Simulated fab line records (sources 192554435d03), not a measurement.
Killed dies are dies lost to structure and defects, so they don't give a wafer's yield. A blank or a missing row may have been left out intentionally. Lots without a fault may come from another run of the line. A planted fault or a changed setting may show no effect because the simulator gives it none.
Comparing a struck lot with a sound one + flow n5Finfet + 24 out of 1938 route steps
Sound: the wafers L537.2, L537.3, L537.6. Wafers L536.1, L536.3, L536.6 were the ones struck. Last of all comes the cause.
Each step with rows lists, per side, the tool, then ch with its chambers, then its first start. Under that, the readings that differ: sound wafers + struck wafers + difference of the means + sigmas: that difference in standard deviations of wafers without a fault.
alike: words and numbers the same on both sides, and readings whose means are apart by under 2 such deviations; not compared: readings that were withheld, readings missing a value for some wafer, numbers with overlapping values and no deviation given by the record, and bounds like >300 which may hide the same value.
The two part at a step that has a row with sigmas, a row that says differs or no value, or rows on one side only. Numbers that don't overlap but have no deviation are shown without sigmas and don't part them. A reading that every wafer of one side lacks parts them only if that side has two wafers or more.

first, 9 steps without rows for these wafers: N5_BEOL_M2_PEB_09 (peb time 60 s); N5_BEOL_M2_DEVELOP_10 (develop time 30 s); N5_BEOL_M2_DESCUM_16 (chemistry O2, time 7 s); N5_BEOL_M2_ETCH_74 (etches underlayer in N2/H2, target depth 6.5 nm, time 5.2 s); N5_BEOL_M2_ETCH_63 (etches SiARC in CF4, target depth 15.6 nm, time 26 s); N5_BEOL_M2_ETCH_64 (etches SOC in N2/H2, target depth 75 nm, overetch 22.5 nm, time 121.9 s); N5_BEOL_M2_STRIP_65 (strips in N2/H2); N5_BEOL_M2_STRIP_75 (strips in N2/H2); N5_BEOL_M2_STRIP_66 (strips in CF4).
N5_BEOL_M2_HM_OPEN_17: chemistry Cl2/BCl3, target TiN, target depth 20 nm, overetch 6 nm.
  sound on rieMetal-03 ch 0, day 11 08:18; struck on rieMetal-02 ch 0,1, day 11 05:57
  alike: drypumpMotorCurrentA, mfcArSccm, oesProductAu, throttleValvePct
  not compared: rfHoursCounterH
then, 10 steps without rows for these wafers: N5_BEOL_M2_STRIP_19 (strips in O2); N5_BEOL_M2_COAT_67 (time 60 s, resist thk 60 nm); N5_BEOL_M2_COAT_68 (time 60 s, resist thk 12 nm); N5_BEOL_M2_COAT_76 (time 60 s, resist thk 5 nm); N5_BEOL_M2_COAT_22 (resist thk 30 nm); N5_BEOL_M2_EBR_24; N5_BEOL_M2_SOFTBAKE_23 (time 60 s); N5_BEOL_M2_EXPOSE_25 (exposes mask V1, defocus 5 nm); N5_BEOL_M2_PEB_26 (peb time 60 s); N5_BEOL_M2_DEVELOP_27 (develop time 30 s).
N5_BEOL_M2_INSPECT_30: inspects for defects (brightfield).
  sound: defectInspect-02 at day 11 08:57; struck: defectInspect-02 at day 11 06:32
| reading        | sound       | struck      | difference | sigmas |
|----------------|-------------|-------------|------------|--------|
| rawDefectCount | 438 433 464 | 945 906 873 | +463       | +5     |
then, 1 step without rows for these wafers: N5_BEOL_M2_DESCUM_33 (chemistry O2, time 7 s).
N5_BEOL_M4_RC_MEAS_101:
  sound on prober-01 ch 0, day 13 04:11; struck on prober-02 ch 0, day 12 10:30
| reading        | sound          | struck         | difference | sigmas |
|----------------|----------------|----------------|------------|--------|
| DIBL_P (mV/V)  | 43.0 42.5 41.2 | 36.1 35.9 35.5 | -6.4       | -2     |
| IOFF_N (nA/um) | 0.27 0.25 0.23 | 0.14 0.15 0.14 | -0.11      | -2     |
| IOFF_P (nA/um) | 0.40 0.37 0.33 | 0.21 0.21 0.21 | -0.16      | -3     |
| ION_N (uA/um)  | 708 685 675    | 661 648 665    | -31        | -2     |
| ION_P (uA/um)  | 496 481 475    | 460 447 464    | -27        | -3     |
| VT_N (mV)      | 242 242 245    | 252 256 252    | +10        | +3     |
| VT_P (mV)      | -240 -241 -243 | -252 -251 -252 | -10        | -3     |
  alike: DIBL_N, SS_N, SS_P
-- here the record skips 4 days between the struck wafers' starts before and after, leaving off in module BEOL_M4 and picking up in module PASSIVATION (first step shown: number 1936 of the route) --
N5_PASSIVATION_PROBE_49:
  rows exist in the record for the struck wafers here (prober-02, day 16 21:43), but not for the sound ones

## WHERE THEY PART
At N5_BEOL_M2_INSPECT_30 first; at N5_PASSIVATION_PROBE_49 last (within this record only).

WHY: what had been put in by the simulator
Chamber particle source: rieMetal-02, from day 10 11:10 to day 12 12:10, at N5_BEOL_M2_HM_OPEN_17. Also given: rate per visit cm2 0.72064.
